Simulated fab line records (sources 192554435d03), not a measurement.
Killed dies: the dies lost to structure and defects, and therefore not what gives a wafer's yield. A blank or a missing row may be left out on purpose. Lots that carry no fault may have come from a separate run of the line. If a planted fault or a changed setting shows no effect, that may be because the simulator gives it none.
Chamber matching || flow n5 finfet || N5_BEOL_M3_ETCH_77 on rie diel-01 has 4 sister chambers
The step etches underlayer in N2/H2, target depth 6.5 nm, time 5.2 s. 20 wafers are shown with their chamber, then 10 later ones without.

WAFERS, EACH WITH ITS CHAMBER
{"wafer": "L074.1", "chamber": 3, "showerhead plenum p Torr (Torr)": 2.53, "throttle valve pct (%)": 17.84, "oes product au (a.u.)": 0.63}
{"wafer": "L074.4", "chamber": 2, "showerhead plenum p Torr (Torr)": 2.65, "throttle valve pct (%)": 17.61, "oes product au (a.u.)": 0.62}
{"wafer": "L074.6", "chamber": 3, "showerhead plenum p Torr (Torr)": 2.53, "throttle valve pct (%)": 17.85, "oes product au (a.u.)": 0.64}
{"wafer": "L078.1", "chamber": 0, "showerhead plenum p Torr (Torr)": 2.58, "throttle valve pct (%)": 17.78, "oes product au (a.u.)": 0.79}
{"wafer": "L078.2", "chamber": 2, "showerhead plenum p Torr (Torr)": 2.64, "throttle valve pct (%)": 17.63, "oes product au (a.u.)": 0.61}
{"wafer": "L078.3", "chamber": 3, "showerhead plenum p Torr (Torr)": 2.52, "throttle valve pct (%)": 17.85, "oes product au (a.u.)": 0.63}
{"wafer": "L079.3", "chamber": 3, "showerhead plenum p Torr (Torr)": 2.52, "throttle valve pct (%)": 17.83, "oes product au (a.u.)": 0.62}
{"wafer": "L079.4", "chamber": 2, "showerhead plenum p Torr (Torr)": 2.64, "throttle valve pct (%)": 17.62, "oes product au (a.u.)": 0.61}
{"wafer": "L079.5", "chamber": 2, "showerhead plenum p Torr (Torr)": 2.64, "throttle valve pct (%)": 17.60, "oes product au (a.u.)": 0.61}
{"wafer": "L083.1", "chamber": 2, "showerhead plenum p Torr (Torr)": 2.64, "throttle valve pct (%)": 17.60, "oes product au (a.u.)": 0.60}
{"wafer": "L083.5", "chamber": 1, "showerhead plenum p Torr (Torr)": 2.67, "throttle valve pct (%)": 17.59, "oes product au (a.u.)": 0.72}
{"wafer": "L083.6", "chamber": 0, "showerhead plenum p Torr (Torr)": 2.58, "throttle valve pct (%)": 17.78, "oes product au (a.u.)": 0.79}
{"wafer": "L086.1", "chamber": 3, "showerhead plenum p Torr (Torr)": 2.52, "throttle valve pct (%)": 17.86, "oes product au (a.u.)": 0.61}
{"wafer": "L086.2", "chamber": 1, "showerhead plenum p Torr (Torr)": 2.67, "throttle valve pct (%)": 17.59, "oes product au (a.u.)": 0.72}
{"wafer": "L086.4", "chamber": 0, "showerhead plenum p Torr (Torr)": 2.58, "throttle valve pct (%)": 17.76, "oes product au (a.u.)": 0.77}
{"wafer": "L085.3", "chamber": 3, "showerhead plenum p Torr (Torr)": 2.52, "throttle valve pct (%)": 17.85, "oes product au (a.u.)": 0.61}
{"wafer": "L085.4", "chamber": 1, "showerhead plenum p Torr (Torr)": 2.67, "throttle valve pct (%)": 17.59, "oes product au (a.u.)": 0.72}
{"wafer": "L085.5", "chamber": 2, "showerhead plenum p Torr (Torr)": 2.63, "throttle valve pct (%)": 17.66, "oes product au (a.u.)": 0.59}
{"wafer": "L087.2", "chamber": 0, "showerhead plenum p Torr (Torr)": 2.58, "throttle valve pct (%)": 17.76, "oes product au (a.u.)": 0.76}
{"wafer": "L087.4", "chamber": 3, "showerhead plenum p Torr (Torr)": 2.51, "throttle valve pct (%)": 17.87, "oes product au (a.u.)": 0.61}

SIGNATURES (means of the wafers above)
{"reading": "showerhead plenum p Torr", "chamber 0": 2.5800, "chamber 1": 2.6700, "chamber 2": 2.6400, "chamber 3": 2.5214, "scatter within a chamber": 0.00551}
{"reading": "throttle valve pct", "chamber 0": 17.7700, "chamber 1": 17.5900, "chamber 2": 17.6200, "chamber 3": 17.8500, "scatter within a chamber": 0.0158}
{"reading": "oes product au", "chamber 0": 0.7775, "chamber 1": 0.7200, "chamber 2": 0.6067, "chamber 3": 0.6214, "scatter within a chamber": 0.0114}
Rule: distance of a wafer from a chamber = root of the sum over the readings of ((wafer's reading minus chamber's mean) / reading's scatter) squared. The wafer belongs to the nearest chamber; if the next one is less than 2 further off, it can't be placed. How the scatter is found: for the shown wafers, subtract from each reading the mean of its chamber, square and add these, divide the total by (wafers less chambers), then take the root.

WAFERS WITH NO CHAMBER GIVEN
{"wafer": "L087.5", "showerhead plenum p Torr (Torr)": 2.52, "throttle valve pct (%)": 17.87, "oes product au (a.u.)": 0.61}
{"wafer": "L088.3", "showerhead plenum p Torr (Torr)": 2.67, "throttle valve pct (%)": 17.60, "oes product au (a.u.)": 0.73}
{"wafer": "L088.4", "showerhead plenum p Torr (Torr)": 2.58, "throttle valve pct (%)": 17.78, "oes product au (a.u.)": 0.77}
{"wafer": "L088.5", "showerhead plenum p Torr (Torr)": 2.52, "throttle valve pct (%)": 17.89, "oes product au (a.u.)": 0.60}
{"wafer": "L089.1", "showerhead plenum p Torr (Torr)": 2.52, "throttle valve pct (%)": 17.85, "oes product au (a.u.)": 0.60}
{"wafer": "L089.2", "showerhead plenum p Torr (Torr)": 2.67, "throttle valve pct (%)": 17.62, "oes product au (a.u.)": 0.71}
{"wafer": "L089.6", "showerhead plenum p Torr (Torr)": 2.63, "throttle valve pct (%)": 17.64, "oes product au (a.u.)": 0.60}
{"wafer": "L096.3", "showerhead plenum p Torr (Torr)": 2.57, "throttle valve pct (%)": 17.80, "oes product au (a.u.)": 0.74}
{"wafer": "L096.5", "showerhead plenum p Torr (Torr)": 2.51, "throttle valve pct (%)": 17.90, "oes product au (a.u.)": 0.60}
{"wafer": "L096.6", "showerhead plenum p Torr (Torr)": 2.57, "throttle valve pct (%)": 17.82, "oes product au (a.u.)": 0.75}

EACH ONE'S CHAMBER
{"wafer": "L087.5", "from the rows above": 3, "in truth": 3}
{"wafer": "L088.3", "from the rows above": 1, "in truth": 1}
{"wafer": "L088.4", "from the rows above": 0, "in truth": 0}
{"wafer": "L088.5", "from the rows above": 3, "in truth": 3}
{"wafer": "L089.1", "from the rows above": 3, "in truth": 3}
{"wafer": "L089.2", "from the rows above": 1, "in truth": 1}
{"wafer": "L089.6", "from the rows above": 2, "in truth": 2}
{"wafer": "L096.3", "from the rows above": 0, "in truth": 0}
{"wafer": "L096.5", "from the rows above": 3, "in truth": 3}
{"wafer": "L096.6", "from the rows above": 0, "in truth": 0}
10 of 10 placed correctly. Left unplaced by these rows: 0. 0 placed wrongly.
